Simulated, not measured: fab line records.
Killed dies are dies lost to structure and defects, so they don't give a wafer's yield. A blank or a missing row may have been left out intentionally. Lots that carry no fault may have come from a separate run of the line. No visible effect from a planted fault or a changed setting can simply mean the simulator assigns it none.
Split-lot study | flow n5Finfet | route with 1938 steps; 7 lots, 21 wafers read

== THE SPLIT ITSELF ==
At N5_BEOL_M3_COAT_76 (time 60 s, resist thk 5 nm), the setting spinRpm was moved away from the recipe's 1500 rpm on 6 of the 21 wafers read, by -10.9% to +8.3%. This setting was run at the recipe's value on the other wafers.

== FROM THE SPLIT TO THE READING: what the file shows between them, 3 steps ==
- N5_BEOL_M3_COAT_22: resist thk 30 nm
- N5_BEOL_M3_EBR_24
- N5_BEOL_M3_DESCUM_33: chemistry O2, time 7 s

== THE READING ==
etch.depthNm (the simulator's own value, which no gauge read), in nm, at N5_BEOL_M3_ETCH_77 (etches underlayer in N2/H2, target depth 6.5 nm, time 5.2 s). The file does not state a usual value for it. Here, 15 wafers ran the recipe; their average is 5.008 nm with a standard deviation of 0.015 nm.

wafer  | tool, chamber at the split | spinRpm as run, rpm | against the recipe | etch.depthNm, nm | against lot-mates on the recipe
L077.2 | lithoTrack-04, 0           | 1500                | recipe             | 5.023            | -
L077.4 | lithoTrack-04, 0           | 1337                | -10.9%             | 5.317            | +0.294
L077.5 | lithoTrack-04, 0           | 1337                | -10.9%             | 5.305            | +0.282
L078.1 | lithoTrack-04, 0           | 1500                | recipe             | 5.027            | -
L078.2 | lithoTrack-04, 0           | 1624                | +8.3%              | 4.82             | -0.210
L078.3 | lithoTrack-04, 0           | 1500                | recipe             | 5.032            | -
L079.2 | lithoTrack-04, 0           | 1500                | recipe             | 5.014            | -
L079.3 | lithoTrack-04, 0           | 1500                | recipe             | 5.021            | -
L079.6 | lithoTrack-04, 0           | 1500                | recipe             | 4.997            | -
L081.3 | lithoTrack-05, 0           | 1500                | recipe             | 5.021            | -
L081.5 | lithoTrack-05, 0           | 1500                | recipe             | 5.016            | -
L081.6 | lithoTrack-05, 0           | 1500                | recipe             | 5.017            | -
L093.1 | lithoTrack-05, 0           | 1500                | recipe             | 4.993            | -
L093.3 | lithoTrack-05, 0           | 1500                | recipe             | 4.983            | -
L093.5 | lithoTrack-05, 0           | 1401                | -6.6%              | 5.168            | +0.180
L095.1 | lithoTrack-04, 0           | 1500                | recipe             | 5.007            | -
L095.2 | lithoTrack-04, 0           | 1500                | recipe             | 4.991            | -
L095.5 | lithoTrack-04, 0           | 1500                | recipe             | 4.994            | -
L096.1 | lithoTrack-01, 0           | 1372                | -8.5%              | 5.208            | +0.217
L096.2 | lithoTrack-01, 0           | 1500                | recipe             | 4.991            | -
L096.5 | lithoTrack-01, 0           | 1372                | -8.5%              | 5.218            | +0.227

FIT RESULTS
A straight line over all 21 wafers: etch.depthNm changes by -0.0255 nm for each +1% of spinRpm; r = -0.99; the points scatter about the line by 0.017 nm.
The same after taking each lot's own level away (the mean of its wafers on the recipe; 21 wafers): -0.0262 nm for each +1%; r = -1.00; scatter 0.0063 nm.
Per that fit: largest spinRpm move, reading shift of 0.28 nm.
The span of the lots' own levels, 4.9880 to 5.0295 nm, comes to 2.7 times the standard deviation stated above.
The two slopes are in agreement: the lot-to-lot level therefore moves the slope only a little.
Check: +0.283 nm against its lot-mates is what the line predicts for one of the wafers moved furthest among these (-10.9%) when that wafer is left out of the fit. Against them it came out at +0.294 nm.

== OTHER SPLITS ON THESE WAFERS ==
Note: prior to the reading, these wafers also went through further splits. Each is held against what the fit with the lots' levels taken away leaves over:
other split on the same wafers              | wafers away from the commonest value | r with etch.depthNm (lot level and that fit taken away)
N5_SDB_ALD_29 aldCycles                     | 8                                    | -0.19
N5_MOL_CONTACT_COAG_CONTACT_ETCH_14 sourceW | 6                                    | -0.28
N5_MOL_CONTACT_COAG_COAT_64 spinRpm         | 8                                    | +0.06
N5_BEOL_M1_ETCH_64 biasW                    | 10                                   | +0.23
N5_BEOL_M2_ILD_DEP_00 timeS                 | 7                                    | -0.28
N5_BEOL_M3_ETCH_64 timeS                    | 10                                   | -0.12

== THE WHOLE CHAIN: every reading that the file lists as answering this split, in the file's order ==
step               | what it does                                                | reading                                                                              | change (the file's fit)                | r (the file's)
N5_BEOL_M3_COAT_76 | time 60 s, resist thk 5 nm                                  | underlayer_of_BEOL_M3_COAT_76.thkNm (the simulator's own value, which no gauge read) | -0.0298 nm for each +1% of the setting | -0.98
N5_BEOL_M3_ETCH_77 | etches underlayer in N2/H2, target depth 6.5 nm, time 5.2 s | etch.depthNm (the simulator's own value, which no gauge read)                        | -0.0262 nm for each +1% of the setting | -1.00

== FILE'S OWN FIT ==
etch.depthNm changes by -0.0262 nm for each +1% of spinRpm, r = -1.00.
